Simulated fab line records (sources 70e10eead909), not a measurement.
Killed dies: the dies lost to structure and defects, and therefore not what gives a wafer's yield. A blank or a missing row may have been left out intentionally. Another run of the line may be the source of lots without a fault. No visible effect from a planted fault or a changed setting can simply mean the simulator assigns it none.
Matching of chambers ; flow nand harc ; NHARC_P_M0_CMP_23 on cmp-02: 4 sister chambers
The step polishes, t overpolish 20 s, target thk 117.54 nm. 8 wafers are shown with their chamber, then 10 later ones without.

## EACH WAFER AND ITS CHAMBER
wafer;chamber;motor current A (A);time to endpoint s (s)
L086.4;2;11.8;31.0
L087.5;3;11.4;25.1
L088.1;3;12.3;28.0
L088.4;2;11.8;34.4
L088.5;1;10.6;32.0
L088.6;0;15.2;26.5
L089.1;0;15.9;25.6
L089.4;1;10.2;35.4

## WAFERS MISSING THEIR CHAMBER
wafer;motor current A (A);time to endpoint s (s)
L089.5;11.7;28.3
L091.2;12.0;26.4
L091.4;11.9;25.6
L091.5;11.2;25.8
L091.1;10.6;30.2
L091.3;15.5;26.7
L091.6;11.5;26.7
L094.2;15.0;28.0
L094.3;11.6;27.2
L094.4;11.3;25.1

## THE CHAMBER EACH PASSED THROUGH
wafer;from the rows above;in truth
L089.5;can't be placed: 3 or 2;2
L091.2;3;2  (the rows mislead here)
L091.4;3;3
L091.5;3;3
L091.1;can't be placed: 1 or 2 or 3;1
L091.3;0;0
L091.6;3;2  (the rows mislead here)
L094.2;0;0
L094.3;3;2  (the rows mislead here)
L094.4;3;3
Correct placement for 5 of the 10. From these rows, 2 cannot be placed; in 2 the true chamber is one of the candidates. Placed wrongly: 3.
How it was worked out, from the rows above alone: a wafer's distance from a chamber is the root of the sum, over the readings, of the square of ((its reading less the chamber's mean) divided by the reading's scatter). The wafer belongs to the nearest chamber; if the next one is less than 2 further off, it can't be placed. A chamber's mean is the mean of its shown wafers. How the scatter is found: for the shown wafers, subtract from each reading the mean of its chamber, square and add these, divide the total by (wafers less chambers), then take the root.
